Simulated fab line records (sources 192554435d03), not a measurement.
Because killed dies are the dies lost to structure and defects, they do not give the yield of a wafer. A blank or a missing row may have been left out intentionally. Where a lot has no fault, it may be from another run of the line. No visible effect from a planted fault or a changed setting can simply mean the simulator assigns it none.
Which of the tools did it? ; flow n5-finfet ; 11 lots with 33 wafers sampled at 3 steps, on a route of 1938 steps

WHAT EACH GAUGE READ, for each wafer
N5_GATE_CUT_CD_MEAS_13: target cd 20 nm.
lot;measured;on;cd-nm (nm)
L075;day 4 21:09;cd-sem-03;19.7 19.9 19.8
L077;day 5 18:44;cd-sem-01;20.5 20.0 20.1
L079;day 5 21:47;cd-sem-01;20.3 20.7 20.4
L081;day 6 08:43;cd-sem-02;20.5 20.2 19.8
L083;day 6 21:51;cd-sem-03;20.3 20.5 20.3
L085;day 7 08:29;cd-sem-03;19.4 19.7 19.5
L087;day 7 23:35;cd-sem-03;20.0 20.3 20.0
L089;day 8 10:01;cd-sem-02;19.6 20.3 20.0
L092;day 9 02:09;cd-sem-01;20.1 20.1 19.7
L094;day 9 11:02;cd-sem-02;19.3 19.8 20.1
L097;day 10 03:38;cd-sem-02;19.1 19.6 19.7

WHICH TOOL RAN EACH LOT (tool, then ch and the chambers of the sampled wafers, then the start)
lot;N5_HKMG_FIN_STRIP_19;N5_GATE_CUT_STRIP_59
L075;plasma-asher-01 ch 0,1, day 4 12:55;rie-diel-01 ch 0,1,3, day 4 17:28
L077;plasma-asher-02 ch 0,1, day 5 11:16;rie-diel-05 ch 2,3, day 5 15:22
L079;plasma-asher-01 ch 0,1, day 5 13:47;rie-diel-05 ch 0,3, day 5 18:02
L081;plasma-asher-01 ch 0,1, day 6 01:05;rie-diel-01 ch 0,1, day 6 05:34
L083;plasma-asher-01 ch 0,1, day 6 14:25;rie-diel-01 ch 1,2, day 6 18:41
L085;plasma-asher-01 ch 0,1, day 7 00:25;rie-diel-01 ch 1,2, day 7 04:41
L087;plasma-asher-02 ch 0,1, day 7 16:02;rie-diel-06 ch 2,3, day 7 20:26
L089;plasma-asher-02 ch 0, day 8 02:20;rie-diel-01 ch 2,3, day 8 06:44
L092;plasma-asher-02 ch 0,1, day 8 18:39;rie-diel-06 ch 0,2,3, day 8 22:52
L094;plasma-asher-02 ch 0,1, day 9 03:21;rie-diel-06 ch 1,3, day 9 07:46
L097;plasma-asher-02 ch 0,1, day 9 20:07;rie-diel-01 ch 0,2, day 10 00:20
- N5_HKMG_FIN_STRIP_19: strips in N2/H2, time 360 s.
- N5_GATE_CUT_STRIP_59: strips in N2/H2, time 20 s.

THE ANSWER, worked out from the rows above alone
Rule: what is usual is taken from the lots themselves. The widest of any qualifying gaps counts: lots, ordered by their means at a reading, are off when they make up no more than a third of the lots, leave a main group of 4 or more, and stand apart from it by 3 or more times the standard deviation of that group's means. If all means in a main group match to the digits the tables above print for the reading, that group is not used. A lot without any number at a reading at which 4 lots or more have one is off too. Any other lot the step has rows for is counted as sound.
No lot is off at any reading shown: from this, nothing can be told.

WHAT THE SIMULATOR HAD INSERTED
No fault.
